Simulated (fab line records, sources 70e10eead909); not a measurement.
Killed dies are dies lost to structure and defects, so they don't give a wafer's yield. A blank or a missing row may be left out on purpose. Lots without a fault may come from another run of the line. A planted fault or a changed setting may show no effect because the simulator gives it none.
A struck lot beside a sound one | flow nand_harc | 14 steps out of a route of 1159
Sound: wafers L217.1, L217.4, L217.6. Struck: wafers L228.3, L228.5, L228.6. The cause comes at the end.
At each step with rows: each side's tool, then ch and its chambers, then its first start. Under that, the readings that differ: sound wafers | struck wafers | difference of the means | sigmas: that difference in standard deviations of wafers without a fault.
alike: readings whose means differ by less than 2 such deviations, and words and numbers that are the same on both sides. not compared: withheld readings, readings that some wafer has no value for, bounds like >300 that may hide the same value, and numbers for which the record gives no deviation and whose values overlap.
The two part at a step that has a row with sigmas, a row that says differs or no value, or rows on one side only. Numbers that don't overlap but have no deviation are shown without sigmas and don't part them. A reading that every wafer of one side lacks parts them only if that side has two wafers or more.

first, 1 step without rows for these wafers: NHARC_A_ONON_D1_DEP_03 (target thk 1000 nm).
NHARC_A_ONON_D1_THK_MEAS_05: measures by ellipsometry.
  sound on film_metro-02, day 9 07:26; struck on film_metro-02, day 12 02:46
  alike: thk_nm
then, 1 step without rows for these wafers: NHARC_A_ONON_D1_DEP_06 (target thk 1000 nm).
NHARC_A_ONON_D1_THK_MEAS_08: measures by ellipsometry.
  sound on film_metro-02, day 9 08:01; struck on film_metro-02, day 12 03:19
  alike: thk_nm
then, 1 step without rows for these wafers: NHARC_A_ONON_D1_DEP_09 (target thk 1000 nm).
NHARC_A_ONON_D1_THK_MEAS_11: measures by ellipsometry.
  sound on film_metro-02, day 9 08:34; struck on film_metro-01, day 12 03:53
  alike: thk_nm
then, 1 step without rows for these wafers: NHARC_A_ONON_D1_DEP_12 (target thk 1000 nm).
NHARC_A_ONON_D1_THK_MEAS_14: measures by ellipsometry.
  sound on film_metro-02, day 9 09:08; struck on film_metro-01, day 12 04:27
  alike: thk_nm
then, 2 steps without rows for these wafers: NHARC_A_ONON_D1_ANNEAL_15 (time 3600 s); NHARC_A_ONON_D1_DEP_16 (target thk 1000 nm).
NHARC_A_ONON_D1_THK_MEAS_18: measures by ellipsometry.
  sound on film_metro-01, day 9 14:14; struck on film_metro-02, day 12 12:32
  alike: thk_nm
NHARC_A_ONON_D1_DEP_19: target thk 1000 nm.
  sound on pecvd_onon-02 ch 0, day 9 14:17; struck on pecvd_onon-03 ch 0, day 12 12:42
  alike: sih4_flow_sccm
NHARC_A_ONON_D1_THK_MEAS_21: measures by ellipsometry.
  sound on film_metro-01, day 9 14:48; struck on film_metro-02, day 12 13:07
  reading     | sound       | struck         | difference | sigmas
  thk_nm (nm) | 997 997 998 | 1045 1044 1045 | +47        | +5
then, 1 step without rows for these wafers: NHARC_A_ONON_D1_DEP_22 (target thk 1000 nm).

WHERE THEY PART
Only at NHARC_A_ONON_D1_THK_MEAS_21, within this record.

WHY: what the simulator had put in
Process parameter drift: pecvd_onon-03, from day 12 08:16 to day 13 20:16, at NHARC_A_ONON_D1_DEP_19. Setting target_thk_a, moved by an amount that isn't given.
